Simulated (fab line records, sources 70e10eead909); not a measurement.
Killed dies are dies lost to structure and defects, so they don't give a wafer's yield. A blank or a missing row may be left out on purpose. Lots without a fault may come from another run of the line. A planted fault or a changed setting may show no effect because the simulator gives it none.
fab line records | flow nand_harc
record lots=13 wafers=39 last_day=33
route steps=1302 shown A_BONDPAD@1218
lots that met no fault: from a run of the same line without faults
start_h: hours from the record's first day to the start of the lot's first wafer shown | wait_h: hours since the lot's step before | " the same as in the row above | L1.1+2: a row that stands for several wafers | - no value, or no start given | * or withheld: withheld | < > ~ a bound
route shown NAME@n: a module of which the file shows steps, and the number in the route of the first | usual: mean/standard deviation of fault-free wafers | same: alike in all rows | chamber/n: place in a boat | sites: the reading at each site | _std_site: their standard deviation | _edge_site: outer sites' mean less inner sites' | radius_mm: how far each site lies from the wafer's centre | mask NAME#n: copy n | behind: the tool/chamber that last shaped the wafer | hold: why the lot was held/for how many hours/how that ended | device: the transistor (n, p or np) that didn't switch | end of line: the same wafers' tests at the end of the route | a step without rows: its recipe alone | killed: dies lost to structure and defects at the first sort, not the wafer's yield | map: a wafer's dies, x killed, . not, _ none there
set.NAME: the setting as run; set.NAME@STEP: as run at that earlier step | model.NAME: the simulator's own value behind a step, which no gauge read
steps of the route over a sample of lots; a table a step, a row a wafer
services: from which hour (start_h, from the record's first day; less than 0 if before it) a tool's chamber was out of use, for how many hours, and why
## steps
# step NHARC_A_BONDPAD_DESCUM_11
# recipe time_s=3 o2_flow_sccm=200 ar_flow_sccm=0 bias_power_w=0 chemistry=O2
# usual drypump_motor_current_A=6.0/0.52 o2_flow_sccm=199.9/0.55 oes_product_au=1.000/0.0068 rf_vpp_V=57.8/0.81 showerhead_plenum_p_Torr=1.90/0.05 throttle_valve_pct=11.311/0.0087
# columns lot.wafer tool chamber start_h wait_h drypump_motor_current_A o2_flow_sccm oes_product_au rf_hours_counter_h rf_vpp_V showerhead_plenum_p_Torr throttle_valve_pct
L236.1 rie_diel-05 0 538.88 - 6.9 200.9 0.997 3 58.6 1.90 11.308
L236.6 " 2 " " 6.0 200.0 1.008 - 56.1 1.90 11.315
L236.5 " 3 " " 5.3 199.5 1.000 - 57.7 1.82 11.312
L235.2 rie_diel-05 3 543.44 - 5.3 199.0 1.008 3 58.3 1.82 11.331
L235.4 " 0 " " 6.9 199.6 1.003 4 56.7 1.90 11.296
L235.6 " 3 " " 5.3 199.1 1.009 - 56.8 1.82 11.303
L237.2 rie_diel-12 2 551.20 - 5.6 200.4 1.000 13 56.0 1.90 11.318
L237.1 " 3 " " 6.5 200.4 1.008 13 58.4 1.96 11.302
L237.3 " 0 " " 6.0 198.6 0.993 13 57.2 1.91 11.304
L238.2 rie_diel-12 3 553.33 - 6.6 200.5 1.006 13 59.2 1.96 11.298
L238.3 " 0 " " 6.0 199.4 0.994 13 57.5 1.91 11.315
L238.4 " 1 " " 5.7 199.8 1.012 13 58.1 2.01 11.310
L239.2 rie_diel-12 2 583.36 - 5.6 199.8 1.004 19 56.7 1.90 11.329
L239.1 " 3 " " 6.5 199.8 1.004 19 56.6 1.96 11.308
L239.6 " 2 " " 5.6 198.9 1.006 - 57.9 1.90 11.317
L241.4 rie_diel-05 3 599.48 - 5.3 200.1 1.000 0 58.4 1.82 11.313
L241.1 " 1 " " 6.0 199.6 1.007 0 58.0 1.89 11.306
L241.2 " 2 " " 6.0 200.2 1.010 0 57.0 1.90 11.309
L240.1 rie_diel-12 3 602.10 - 6.6 200.5 0.998 22 57.9 1.96 11.312
L240.2 " 0 " " 6.1 200.0 1.004 20 57.4 1.91 11.306
L240.6 " 1 " " 5.7 200.3 0.997 - 60.3 2.00 11.318
L247.4 rie_diel-05 1 630.02 - 6.0 199.9 0.995 1 57.5 1.89 11.309
L247.2 " 2 " " 6.0 200.1 1.008 1 57.3 1.90 11.308
L247.6 " 0 " " 6.9 199.9 0.991 - 58.5 1.90 11.309
L244.4 rie_diel-05 2 636.13 - 6.0 199.4 1.006 2 58.1 1.90 11.303
L244.3 " 3 " " 5.3 199.2 0.996 2 58.2 1.82 11.318
L244.2 " 0 " " 6.9 199.6 1.006 2 59.4 1.90 11.313
L253.4 rie_diel-05 1 716.50 - 6.0 200.4 0.994 4 56.7 1.89 11.309
L253.3 " 2 " " 6.0 199.9 1.001 3 57.9 1.90 11.298
L253.2 " 3 " " 5.3 199.4 0.993 4 56.1 1.82 11.292
L256.4 rie_diel-05 3 731.71 - 5.3 200.3 0.991 4 57.7 1.82 11.318
L256.1 " 1 " " 6.1 199.8 1.005 4 56.9 1.89 11.315
L256.6 " 3 " " 5.3 200.6 0.992 - 57.4 1.82 11.320
L257.1 rie_diel-05 2 751.03 - 6.0 201.2 1.001 4 58.8 1.90 11.302
L257.6 " 2 " " 6.0 200.7 1.011 - 56.9 1.90 11.307
L257.5 " 3 " " 5.3 199.8 0.999 - 57.6 1.82 11.314
L258.2 rie_diel-12 3 767.91 - 6.5 199.7 0.994 29 57.9 1.95 11.310
L258.4 " 0 " " 6.1 200.6 0.991 27 56.9 1.90 11.307
L258.6 " 2 " " 5.6 200.5 0.987 - 59.4 1.89 11.307
# step NHARC_A_BONDPAD_ETCH_24
# recipe target_depth_a=300 over_etch_frac=0.3 time_s=72.99 ion_energy_ev=150 cf4_flow_sccm=50 n2_flow_sccm=100 ar_flow_sccm=150 rf_w=300 bias_w=100 chemistry=CF4/N2
# usual cf4_flow_sccm=49.99/0.16 drypump_motor_current_A=5.9/0.53 oes_product_au=1.001/0.0066 rf_vpp_V=313.6/1.5 showerhead_plenum_p_Torr=2.60/0.075 throttle_valve_pct=19.794/0.0086
# same over_etch_frac=0.3
# columns lot.wafer tool chamber start_h wait_h cf4_flow_sccm drypump_motor_current_A oes_product_au rf_hours_counter_h rf_vpp_V showerhead_plenum_p_Torr throttle_valve_pct
L236.1 rie_diel-04 3 539.46 0.2 50.12 5.4 1.009 35 312.4 2.56 19.801
L236.6 " 1 " " 49.91 4.8 1.002 - 310.4 2.51 19.797
L236.5 " 3 " " 50.19 5.4 0.999 - 313.1 2.56 19.810
L235.2 rie_diel-04 1 543.98 - 50.02 4.9 0.998 64 311.7 2.51 19.798
L235.4 " 2 " " 49.91 6.0 1.010 56 311.3 2.48 19.790
L235.6 " 1 " " 49.99 4.9 0.998 - 312.7 2.51 19.790
L237.1 rie_diel-05 3 551.75 - 50.06 5.3 1.003 4 311.4 2.50 19.809
L237.2 " 0 " " 49.82 6.9 1.003 4 314.4 2.61 19.787
L237.3 " 1 " " 50.07 6.1 1.002 4 313.6 2.59 19.798
L238.3 rie_diel-05 3 553.87 - 49.90 5.3 0.997 4 312.5 2.50 19.789
L238.4 " 0 " " 49.78 6.8 1.003 4 314.1 2.61 19.792
L238.2 " 1 " " 50.00 6.1 1.012 4 314.2 2.59 19.786
L239.2 rie_diel-12 1 583.96 0.1 50.14 5.7 0.999 18 316.7 2.75 19.803
L239.1 " 3 " " 50.08 6.5 1.004 19 314.6 2.69 19.801
L239.6 " 3 " " 49.87 6.6 0.995 - 316.3 2.69 19.780
L241.1 rie_diel-05 0 600.02 - 50.05 6.8 0.994 0 314.2 2.61 19.787
L241.2 " 1 " " 49.84 6.0 0.996 0 313.4 2.59 19.782
L241.4 " 3 " " 50.00 5.3 0.991 0 312.7 2.50 19.798
L240.1 rie_diel-12 0 602.62 - 49.92 6.1 1.000 20 314.2 2.62 19.791
L240.2 " 3 " " 50.02 6.6 1.010 22 316.0 2.69 19.774
L240.6 " 0 " " 50.05 6.0 0.986 - 315.0 2.62 19.793
L247.4 rie_diel-05 3 630.55 - 49.95 5.4 1.003 1 311.6 2.50 19.792
L247.2 " 1 " " 50.21 6.0 0.996 1 314.9 2.59 19.797
L247.6 " 3 " " 49.85 5.3 0.999 - 311.5 2.50 19.800
L244.2 rie_diel-12 1 636.68 - 49.94 5.7 0.988 1 316.7 2.74 19.790
L244.4 " 2 " " 49.99 5.6 1.014 1 314.3 2.60 19.793
L244.3 " 3 " " 49.98 6.5 0.996 1 314.8 2.69 19.780
L253.4 rie_diel-12 1 717.04 - 49.87 5.7 0.998 16 315.5 2.73 19.794
L253.3 " 3 " " 49.83 6.5 0.999 16 314.7 2.68 19.800
L253.2 " 0 " " 50.05 6.1 0.823 17 314.7 2.61 19.792
L256.4 rie_diel-05 1 732.24 - 49.85 6.0 1.009 4 313.4 2.59 19.798
L256.1 " 3 " " 49.70 5.4 0.997 4 312.1 2.50 19.815
L256.6 " 2 " " 49.97 6.0 0.999 - 314.8 2.61 19.787
L257.1 rie_diel-05 2 751.58 - 50.12 6.0 1.004 4 314.0 2.60 19.807
L257.5 " 0 " " 50.20 6.9 1.008 - 313.5 2.61 19.783
L257.6 " 1 " " 50.09 6.1 0.994 - 314.9 2.59 19.796
L258.2 rie_diel-04 3 768.45 - 50.07 5.4 1.002 3 311.6 2.53 19.803
L258.4 " 1 " " 49.82 4.9 0.994 3 312.1 2.49 19.811
L258.6 " 3 " " 49.97 5.4 0.997 - 313.2 2.53 19.798
# step NHARC_A_BONDPAD_DEGAS_25
# recipe temp_c=300 time_s=60
# usual heater_power_w=474/40
# columns lot.wafer tool chamber start_h wait_h heater_power_w
L236.1 pvd_sputter-01 - 539.88 - 470
L236.5 " - " " 489
L236.6 " - " " 505
L235.4 pvd_sputter-01 - 544.38 - 571
L235.2 " - " " 464
L235.6 " - " " 478
L237.3 pvd_sputter-01 - 552.15 - 471
L237.1 " - " " 497
L237.2 " - " " 511
L238.3 pvd_sputter-03 - 554.27 - 429
L238.2 " - " " 428
L238.4 " - " " 489
L239.2 pvd_sputter-03 - 584.39 - 491
L239.1 " - " " 499
L239.6 " - " " 426
L241.4 pvd_sputter-03 - 600.42 - 420
L241.2 " - " " 484
L241.1 " - " " 497
L240.1 pvd_sputter-01 - 603.02 - 491
L240.2 " - " " 507
L240.6 " - " " 481
L247.2 pvd_sputter-01 - 630.95 - 510
L247.4 " - " " 539
L247.6 " - " " 502
L244.2 pvd_sputter-03 - 637.07 - 480
L244.3 " - " " 485
L244.4 " - " " 429
L253.4 pvd_sputter-01 - 717.43 - 478
L253.3 " - " " 512
L253.2 " - " " 547
L256.1 pvd_sputter-02 - 732.65 - 453
L256.4 " - " " 503
L256.6 " - " " 440
L257.1 pvd_sputter-02 - 751.99 - 484
L257.5 " - " " 440
L257.6 " - " " 430
L258.4 pvd_sputter-01 - 768.85 - 509
L258.2 " - " " 544
L258.6 " - " " 514
# step NHARC_A_BONDPAD_PVD_17
# recipe target_thk_a=50 bias_v=168.6 power_w=15000 chamber_pressure_pa=0.12 time_s=8.06 substrate_temp_c=50 material=TaN
# usual bias_v=168.5/1.5 throttle_valve_pct=29.9/1
# columns lot.wafer tool chamber start_h wait_h bias_v throttle_valve_pct
L236.1 pvd_sputter-01 - - - 169.9 29.6
L236.5 " - " " 168.9 31.2
L236.6 " - " " 171.0 29.8
L235.2 pvd_sputter-01 - - - 169.0 29.7
L235.4 " - " " 166.5 31.4
L235.6 " - " " 169.5 31.4
L237.1 pvd_sputter-01 - - - 166.4 29.8
L237.3 " - " " 168.4 31.5
L237.2 " - " " 170.0 29.8
L238.3 pvd_sputter-03 - - - 167.4 28.0
L238.2 " - " " 168.6 30.2
L238.4 " - " " 167.2 30.0
L239.2 pvd_sputter-03 - - - 167.7 30.0
L239.1 " - " " 169.0 28.0
L239.6 " - " " 169.2 30.0
L241.4 pvd_sputter-03 - - - 170.6 29.8
L241.1 " - " " 169.9 29.9
L241.2 " - " " 172.4 27.7
L240.1 pvd_sputter-01 - - - 166.0 28.7
L240.2 " - " " 168.6 32.0
L240.6 " - " " 164.9 29.1
L247.2 pvd_sputter-01 - - - 166.2 29.0
L247.4 " - " " 169.8 31.1
L247.6 " - " " 170.4 28.7
L244.3 pvd_sputter-03 - - - 167.0 30.3
L244.2 " - " " 166.9 29.7
L244.4 " - " " 167.7 28.0
L253.3 pvd_sputter-01 - - - 171.7 31.0
L253.4 " - " " 169.4 31.7
L253.2 " - " " 168.5 29.3
L256.4 pvd_sputter-02 - - - 167.9 30.0
L256.1 " - " " 169.4 31.3
L256.6 " - " " 167.1 29.5
L257.1 pvd_sputter-02 - - - 169.6 31.0
L257.5 " - " " 168.3 31.1
L257.6 " - " " 170.1 29.7
L258.4 pvd_sputter-01 - - - 168.7 29.3
L258.2 " - " " 169.8 31.0
L258.6 " - " " 168.3 29.3
## services
# columns tool chamber start_h hours kind
pvd_sputter-03 - 526.45 10.0 pm
pvd_sputter-01 - 528.02 4.1 repair
rie_diel-04 2 528.93 13.7 repair
rie_diel-05 0 538.14 - clean
rie_diel-05 1 538.14 - clean
rie_diel-05 2 538.14 - clean
rie_diel-05 3 538.14 - clean
rie_diel-04 - 544.82 9.0 pm
rie_diel-12 0 580.54 3.8 repair
rie_diel-05 - 583.64 9.0 pm
pvd_sputter-01 - 590.74 1.7 repair
pvd_sputter-01 - 611.30 2.5 repair
rie_diel-12 - 622.56 9.0 pm
pvd_sputter-02 - 638.00 10.0 pm
rie_diel-05 2 660.27 6.0 repair
pvd_sputter-01 - 662.87 2.0 repair
rie_diel-05 2 676.48 4.2 repair
pvd_sputter-03 - 690.26 3.2 repair
pvd_sputter-03 - 704.45 10.0 pm
rie_diel-12 1 719.57 3.3 repair
rie_diel-12 2 720.50 7.4 repair
rie_diel-04 - 721.82 9.0 pm
rie_diel-12 0 723.05 6.6 repair
rie_diel-05 - 760.64 9.0 pm
## key
first_sign step=NHARC_A_BONDPAD_ETCH_24 reading=oes_product_au direction=down sigmas=27 usual=1.001 struck=0.823
effect none on later readings
met_at NHARC_A_BONDPAD_ETCH_24
struck_lots L253
struck_wafers L253.2
sort_left_out L253.2
not_acting_at NHARC_A_BONDPAD_DESCUM_11,NHARC_A_BONDPAD_DEGAS_25,NHARC_A_BONDPAD_PVD_17
onset_between 602.62 717.04
fault kind=process_parameter_drift tool=rie_diel-12 chamber=0 onset_h=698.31 steps=NHARC_A_BONDPAD_ETCH_24 channel=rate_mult offset=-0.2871 shape=step end_h=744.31
# sort_left_out: the simulated sort isn't trusted on such a fault, so these wafers' sort isn't shown, and their yield isn't known
